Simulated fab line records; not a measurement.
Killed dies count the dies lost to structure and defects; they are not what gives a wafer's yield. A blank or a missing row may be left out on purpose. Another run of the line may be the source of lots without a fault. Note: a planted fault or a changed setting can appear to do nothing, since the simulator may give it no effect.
One fault through the eyes of 2 desks | flow nandHarc | every desk sees just its own numbers, and what lay behind them comes last

== DESK OF THE TOOL OWNER: lithoTrack-06 ==
At NHARC_A_SGD_CUT_SOFTBAKE_04 (time 55 s), the tool's own readings, given per lot that ran on this tool as the mean of the sampled wafers with a number. If a lot's mean is further than 4 standard deviations from the usual mean, the lot is out of limits and carries the mark OUT (the distance appears in the brackets).
Columns: A = heaterPowerTotalW at NHARC_A_SGD_CUT_SOFTBAKE_04, usual 188.46 W
lot  | first seen here | A
L380 | day 13 22:00    | 188.37
L381 | day 13 22:00    | 188.49
L389 | day 15 23:00    | 188.39
L397 | day 18 12:00    | 181.13 (-56) OUT
L399 | day 18 19:00    | 181.22 (-56) OUT
This desk's verdict: out of limits on L397, L399, starting with L397 at day 18 12:00 (heaterPowerTotalW at NHARC_A_SGD_CUT_SOFTBAKE_04). L380, L381, L389: within limits.

== THE DEFECT DESK ==
Counts from the inspections along the route, per lot, as means over the sampled wafers that have a number. If a lot's mean is further than 4 standard deviations from the usual mean, the lot is out of limits and carries the mark OUT (the distance appears in the brackets).
Columns: A = rawDefectCount at NHARC_A_STAIRCASE_INSPECT_155, usual 358
lot  | first seen here | A
L379 | day 13 21:45    | 290
L380 | day 13 21:58    | 531
L381 | day 13 22:07    | 310
L382 | day 14 12:45    | 358
L383 | day 14 19:35    | 392
L385 | day 15 04:23    | 502
L389 | day 15 23:19    | 344
L387 | day 15 23:20    | 368
L388 | day 15 23:37    | 323
L392 | day 16 21:29    | 360
L397 | day 18 11:50    | 458
L399 | day 18 19:05    | 216
L402 | day 19 13:49    | 364
This desk's verdict: no lot among the 13 shows anything out of limits.

== ALL TOGETHER ==
On L397, L399, at day 18 12:00, an alarm was possible from the tool owner's desk.
The defect desk saw nothing out of limits.
The defect desk has L397, L399 on record, within its limits.
Of the lots named, all ran NHARC_A_SGD_CUT_SOFTBAKE_04 on lithoTrack-06.

== WHAT THE SIMULATOR HAD PUT IN ==
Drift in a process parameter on lithoTrack-06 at NHARC_A_SGD_CUT_SOFTBAKE_04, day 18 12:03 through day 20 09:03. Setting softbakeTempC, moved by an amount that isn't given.
Shown lots that were struck: L397, L399.
